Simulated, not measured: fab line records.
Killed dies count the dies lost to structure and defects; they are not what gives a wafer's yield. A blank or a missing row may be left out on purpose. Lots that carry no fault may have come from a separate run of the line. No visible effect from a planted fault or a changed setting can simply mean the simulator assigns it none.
Matching of chambers	flow nand_harc	cmp-02 running NHARC_A_CHANNEL_FILL_D2_CMP_10: 4 sister chambers
The step polishes, target thk 150 nm. 4 wafers are shown with their chamber, then 8 later ones without.

WAFERS, EACH WITH ITS CHAMBER
wafer	chamber	motor_current_A (A)
L079.6	0	12.6
L084.2	1	10.9
L084.3	3	9.7
L086.2	2	15.9

WAFERS WITHOUT THEIR CHAMBER
wafer	motor_current_A (A)
L086.3	12.3
L086.5	9.9
L089.1	10.3
L089.2	10.6
L089.3	11.2
L094.1	12.4
L094.3	15.8
L094.4	9.7

EACH ONE'S CHAMBER
wafer	from the rows above	in truth
L086.3	0	0
L086.5	3	3
L089.1	can't be placed: 1 or 3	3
L089.2	1	1
L089.3	1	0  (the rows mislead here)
L094.1	0	0
L094.3	2	2
L094.4	3	3
Placed correctly: 6 of 8. These rows do not allow placing 1 (true chamber among the candidates in 1). 1 placed wrongly.
How it was worked out, from the rows above alone: a wafer's distance from a chamber is the root of the sum, over the readings, of the square of ((its reading less the chamber's mean) divided by the reading's scatter). If the next closest chamber is less than 2 further off than the closest, the wafer can't be placed; otherwise it belongs to the closest. A chamber's mean is the mean of its shown wafers. The scatter (one wafer shown for each chamber): square how far every hidden wafer sits from the nearest shown wafer, average those squares and take the square root.
